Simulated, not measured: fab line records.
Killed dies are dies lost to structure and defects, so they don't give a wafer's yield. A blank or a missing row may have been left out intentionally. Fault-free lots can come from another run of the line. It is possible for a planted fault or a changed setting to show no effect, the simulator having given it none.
Code-filled problem report in 8D (eight disciplines) form ; flow nandHarc ; the parts of the form that need people (team, actions taken, sign-off) are left out

== 1. PROBLEM STATEMENT ==
thkNm at NHARC_A_ONON_D2_THK_MEAS_02 reads a mean of 1051 nm on 2 wafers of 2 lots; wafers without a fault read 1003 nm with a standard deviation of 7.7. That puts it +6.2 standard deviations away from the usual mean.
The step: measures by ellipsometry.
Seen first at day 19 00:13 on filmMetro-02, wafer L763.3. The record has a number at this step for 42 wafers belonging to 14 lots. Rule for "out" (also "out of limits"): further than 4 standard deviations from the usual mean. The other wafers with a number count as sound.

== 2. WHAT IT IS AND WHAT IT IS NOT ==
question;is;is not
which readings at this step;thkNm;-
which lots;L763, L765;L747, L748, L750, L751, L753, L754, L755, L756, L758, L759, L760, L762
which wafers of those lots;L763.3, L765.5;L763.2, L763.4, L765.1, L765.2
read on which gauges;filmMetro-02;filmMetro-01
when;from day 19 00:13;"up to then (38 sound wafers); but 2 sound wafers of L765 came after"

== 3. WHAT RULES OUT EACH SUSPECT ==
Counting: a tool at a process step up to the reading stays a suspect if it ran every lot that is out. Sound lots after the first of them don't rule it out here, since some wafers of a struck lot are sound.
- the gauge at NHARC_A_ONON_D2_THK_MEAS_02: kept. All the wafers that are out were read on filmMetro-02, and no step on other tools shows them out.
- pecvdOnon-02 at NHARC_A_ONON_D2_DEP_00 (target thk 1000 nm): kept. Every lot that is out went through it, the first being L763 (day 18 23:46); the last sound lot it ran before that was L762 (day 18 13:38).
What counting leaves: pecvdOnon-02 at NHARC_A_ONON_D2_DEP_00 and filmMetro-02 at NHARC_A_ONON_D2_THK_MEAS_02.

== 4. THE CAUSE (what the simulator had put in) ==
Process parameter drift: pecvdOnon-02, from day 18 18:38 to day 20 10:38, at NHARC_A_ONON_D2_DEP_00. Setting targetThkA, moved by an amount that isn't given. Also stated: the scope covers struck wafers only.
Counting left 2 suspects, and this tool is among them.

== 5. THE EFFECT CHAIN, in route order ==
Each row: a reading whose mean over the struck wafers that have a number lies more than 3 standard deviations from the usual. Scope: only readings with a usual standard deviation given in the record; hours: median across lots of the time from each lot's start at the first step in this table that gives one to its start at this step; sigmas: change in usual standard deviations.
hours;step;reading;usual;on struck wafers;change;sigmas
0;NHARC_A_ONON_D2_THK_MEAS_02;thkNm;1003 nm;1051;+48;+6.2

== 6. HOW IT WOULD HAVE BEEN CAUGHT EARLIER ==
Counted from the fault's start at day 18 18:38, it took 6 hours until the first out-of-limits reading at a measuring or inspecting step in this record, taken at day 19 00:13.
An alarm limit of 4 standard deviations would not have fired on the tool readings at NHARC_A_ONON_D2_DEP_00 for which the record gives a usual standard deviation, since none of them was out on any struck wafer.
Of the lots that are out (2), L765 began NHARC_A_ONON_D2_DEP_00 on pecvdOnon-02 after day 19 00:13. A tool hold placed at that time would have kept it from harm.
